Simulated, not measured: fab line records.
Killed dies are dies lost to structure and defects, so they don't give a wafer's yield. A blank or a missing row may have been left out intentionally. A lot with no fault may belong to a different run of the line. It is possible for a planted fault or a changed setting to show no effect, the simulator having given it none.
Chamber matching    flow n5-finfet    3 sister chambers for N5_BEOL_M11_PECVD_70 on pecvd-02
The step deposits SiO2 from TEOS/O2, target thk 20 nm, time 22.7 s. 22 wafers are shown with their chamber, then 11 later ones without.

EACH WAFER AND ITS CHAMBER
wafer   chamber  throttle-valve-pct (%)  showerhead-plenum-p-Torr (Torr)  heater-power-w (W)
L074.2  2        20.5                    8.81                             522
L074.3  1        24.2                    8.76                             674
L074.4  2        20.5                    8.83                             526
L077.2  0        24.7                    8.65                             858
L077.3  2        20.5                    8.83                             554
L077.4  1        24.0                    8.74                             732
L082.1  0        24.6                    8.66                             904
L082.4  1        23.7                    8.78                             708
L082.6  0        24.7                    8.67                             890
L086.1  0        24.5                    8.67                             945
L086.5  2        20.8                    8.84                             586
L086.6  0        25.0                    8.65                             947
L084.1  2        20.9                    8.83                             601
L084.2  0        24.7                    8.64                             799
L084.6  1        23.8                    8.78                             698
L089.1  1        23.8                    8.77                             702
L089.2  2        20.8                    8.83                             568
L089.3  0        24.8                    8.64                             829
L089.4  0        25.0                    8.64                             820
L089.5  2        20.8                    8.85                             564
L089.6  1        24.0                    8.74                             691
L091.1  2        20.5                    8.80                             546

SIGNATURES (averages over the wafers above)
reading                   chamber 0  chamber 1  chamber 2  scatter within a chamber
throttle-valve-pct        24.750     23.917     20.663     0.179
showerhead-plenum-p-Torr  8.6525     8.7617     8.8275     0.0155
heater-power-w            874.00     700.83     558.38     39.4
Rule: a wafer lies at a distance from a chamber equal to the root of the sum of squares, over the readings, of (its reading less the chamber's mean, divided by the reading's scatter). The wafer belongs to the nearest chamber; if the next one is less than 2 further off, it can't be placed. The scatter is the square root of a quotient: the sum, over the shown wafers, of each reading's squared deviation from its chamber's mean, divided by wafers minus chambers.

WAFERS WHOSE CHAMBER IS MISSING
wafer   throttle-valve-pct (%)  showerhead-plenum-p-Torr (Torr)  heater-power-w (W)
L091.2  25.0                    8.66                             917
L091.3  24.2                    8.76                             648
L090.2  23.7                    8.76                             651
L090.3  20.8                    8.85                             490
L090.6  24.1                    8.77                             650
L092.1  20.8                    8.84                             510
L092.2  23.9                    8.77                             697
L092.3  24.7                    8.65                             809
L092.4  20.8                    8.82                             507
L092.5  23.9                    8.74                             701
L092.6  25.0                    8.67                             809

WHICH CHAMBER EACH ONE RAN IN
wafer   from the rows above  in truth
L091.2  0                    0
L091.3  1                    1
L090.2  1                    1
L090.3  2                    2
L090.6  1                    1
L092.1  2                    2
L092.2  1                    1
L092.3  0                    0
L092.4  2                    2
L092.5  1                    1
L092.6  0                    0
11 of 11 placed correctly. Number that these rows cannot place: 0. Placed wrongly: 0.
